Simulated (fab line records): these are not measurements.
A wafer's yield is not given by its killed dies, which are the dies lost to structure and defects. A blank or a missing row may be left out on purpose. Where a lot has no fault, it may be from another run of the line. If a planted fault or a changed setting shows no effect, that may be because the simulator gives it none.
Split-lot study + flow n5Finfet + 21 wafers read across 7 lots, on a route 1938 steps long

## THE SPLIT ITSELF
At N5_BEOL_M6_DESCUM_33 (chemistry O2, time 7 s), the setting timeS was moved away from the recipe's 7 s on 4 of the 21 wafers read, by -8.0% to +20.8%. All remaining wafers had this setting at the recipe value.

Reading taken at the split's own step.

## THE READING
CAR-EUV_of_BEOL_M6_COAT_22.thkNm (the simulator's own value, which no gauge read), in nm, at N5_BEOL_M6_DESCUM_33 (chemistry O2, time 7 s). No usual value for it is given in the file. Average 26.1 nm, standard deviation 0.096 nm, over the 17 wafers here run with the recipe.

| wafer  | tool, chamber at the split | timeS as run, s | against the recipe | CAR-EUV_of_BEOL_M6_COAT_22.thkNm, nm | against lot-mates on the recipe |
|--------|----------------------------|-----------------|--------------------|--------------------------------------|---------------------------------|
| L074.2 | rieDiel-02, 1              | 7               | recipe             | 26.2                                 | -                               |
| L074.3 | rieDiel-02, 0,2            | 6.587           | -5.9%              | 26.2                                 | +0.0                            |
| L074.4 | rieDiel-02, 0,2            | 6.587           | -5.9%              | 26.2                                 | +0.0                            |
| L076.1 | rieDiel-04, 1              | 7               | recipe             | 26                                   | -                               |
| L076.2 | rieDiel-04, 2              | 7               | recipe             | 26.2                                 | -                               |
| L076.5 | rieDiel-04, 2              | 7               | recipe             | 26.2                                 | -                               |
| L084.3 | rieDiel-02, 2,1,2          | 7               | recipe             | 26                                   | -                               |
| L084.5 | rieDiel-02, 2,1,2          | 7               | recipe             | 26                                   | -                               |
| L084.6 | rieDiel-02, 2,1,2          | 7               | recipe             | 26                                   | -                               |
| L085.1 | rieDiel-02, 1,0,3          | 7               | recipe             | 26                                   | -                               |
| L085.5 | rieDiel-02, 1,0,3          | 7               | recipe             | 26                                   | -                               |
| L085.6 | rieDiel-02, 1,0,3          | 7               | recipe             | 26                                   | -                               |
| L092.1 | rieDiel-02, 1,0            | 7               | recipe             | 26.2                                 | -                               |
| L092.2 | rieDiel-02, 1,0            | 7               | recipe             | 26.2                                 | -                               |
| L092.3 | rieDiel-02, 2              | 8.454           | +20.8%             | 25.4                                 | -0.8                            |
| L093.2 | rieDiel-04, 0              | 7               | recipe             | 26                                   | -                               |
| L093.3 | rieDiel-04, 2              | 7               | recipe             | 26.2                                 | -                               |
| L093.4 | rieDiel-04, 1              | 6.437           | -8.0%              | 26.4                                 | +0.3                            |
| L091.1 | rieDiel-01, 1,3,2          | 7               | recipe             | 26                                   | -                               |
| L091.5 | rieDiel-01, 1,3,2          | 7               | recipe             | 26                                   | -                               |
| L091.6 | rieDiel-01, 1,3,2          | 7               | recipe             | 26                                   | -                               |
The file does not say which wafer passed through which chamber wherever a row lists several chambers: such a row stands for several wafers.

FIT RESULTS
A straight line over all 21 wafers: CAR-EUV_of_BEOL_M6_COAT_22.thkNm changes by -0.032 nm for each +1% of timeS; r = -0.88; the points scatter about the line by 0.094 nm.
The same after taking each lot's own level away (the mean of its wafers on the recipe; 21 wafers): -0.0336 nm for each +1%; r = -0.91; scatter 0.081 nm.
The reading moves by 0.7 nm for the largest change in timeS, on that fit.
From 26.00 to 26.20 nm: that is the span of the lots' own levels, equal to 2.1 times the standard deviation above.
The two slopes agree, so the slope changes little with the lot-to-lot level.
Check: -0.387 nm against its lot-mates is what the line predicts for one of the wafers moved furthest among these (+20.8%) when that wafer is left out of the fit. It came out at -0.8 nm against them.

## OTHER SPLITS ON THESE WAFERS
Note: prior to the reading, these wafers also went through further splits. Each is held against what the fit with the lots' levels taken away leaves over:
| other split on the same wafers | wafers away from the commonest value | r with CAR-EUV_of_BEOL_M6_COAT_22.thkNm (lot level and that fit taken away) |
|--------------------------------|--------------------------------------|-----------------------------------------------------------------------------|
| N5_BEOL_M5_EXPOSE_08 doseMj    | 9                                    | -0.05                                                                       |
| N5_BEOL_M6_ETCH_61 biasW       | 10                                   | +0.14                                                                       |
| N5_BEOL_M6_ETCH_62 timeS       | 8                                    | +0.50                                                                       |

## THE FILE'S OWN FIT
CAR-EUV_of_BEOL_M6_COAT_22.thkNm changes by -0.0358 nm for each +1% of timeS, r = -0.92.
